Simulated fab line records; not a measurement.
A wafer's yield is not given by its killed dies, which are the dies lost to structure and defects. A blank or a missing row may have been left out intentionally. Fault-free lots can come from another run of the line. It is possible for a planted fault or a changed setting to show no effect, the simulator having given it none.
Matching of chambers -- flow n5_finfet -- N5_BEOL_M5_DESCUM_16 on rie_diel-06: 4 sister chambers
The step chemistry O2, time 7 s. 16 wafers are shown with their chamber, then 8 later ones without.

## WAFERS PAIRED WITH THEIR CHAMBERS
wafer,chamber,throttle_valve_pct (%),showerhead_plenum_p_Torr (Torr),oes_product_au (a.u.)
L074.1,2,20.59,2.06,0.71
L074.2,0,20.40,2.04,0.90
L074.3,1,19.77,2.11,0.87
L077.3,2,20.59,2.06,0.70
L077.4,0,20.39,2.04,0.91
L077.6,2,20.59,2.06,0.69
L075.3,2,20.61,2.06,0.70
L075.4,3,20.41,2.21,0.85
L075.6,1,19.79,2.10,0.87
L082.1,3,20.43,2.21,0.82
L082.4,3,20.41,2.21,0.82
L082.5,2,20.61,2.05,0.70
L084.1,0,20.43,2.03,0.87
L084.5,2,20.63,2.05,0.70
L084.6,1,19.79,2.10,0.85
L088.2,3,20.46,2.20,0.82

SIGNATURES (averages over the wafers above)
reading,chamber 0,chamber 1,chamber 2,chamber 3,scatter within a chamber
throttle_valve_pct,20.4067,19.7833,20.6033,20.4275,0.0186
showerhead_plenum_p_Torr,2.0367,2.1033,2.0567,2.2075,0.00534
oes_product_au,0.8933,0.8633,0.7000,0.8275,0.0129
Rule: a wafer's distance from a chamber is the root of the sum, over the readings, of the square of ((its reading less the chamber's mean) divided by the reading's scatter). If the next closest chamber is less than 2 further off than the closest, the wafer can't be placed; otherwise it belongs to the closest. The scatter is the square root of a quotient: the sum, over the shown wafers, of each reading's squared deviation from its chamber's mean, divided by wafers minus chambers.

## WAFERS WITH NO CHAMBER GIVEN
wafer,throttle_valve_pct (%),showerhead_plenum_p_Torr (Torr),oes_product_au (a.u.)
L088.5,19.80,2.10,0.84
L088.6,20.43,2.03,0.88
L091.1,20.64,2.05,0.70
L091.3,20.43,2.20,0.81
L091.4,19.81,2.10,0.84
L096.1,20.67,2.05,0.68
L096.2,19.82,2.09,0.83
L096.4,20.47,2.20,0.80

## THE CHAMBER EACH PASSED THROUGH
wafer,from the rows above,in truth
L088.5,1,1
L088.6,0,0
L091.1,2,2
L091.3,3,3
L091.4,1,1
L096.1,2,2
L096.2,1,1
L096.4,3,3
Correct placement for 8 of the 8. Can't be placed from these rows: 0. 0 placed wrongly.
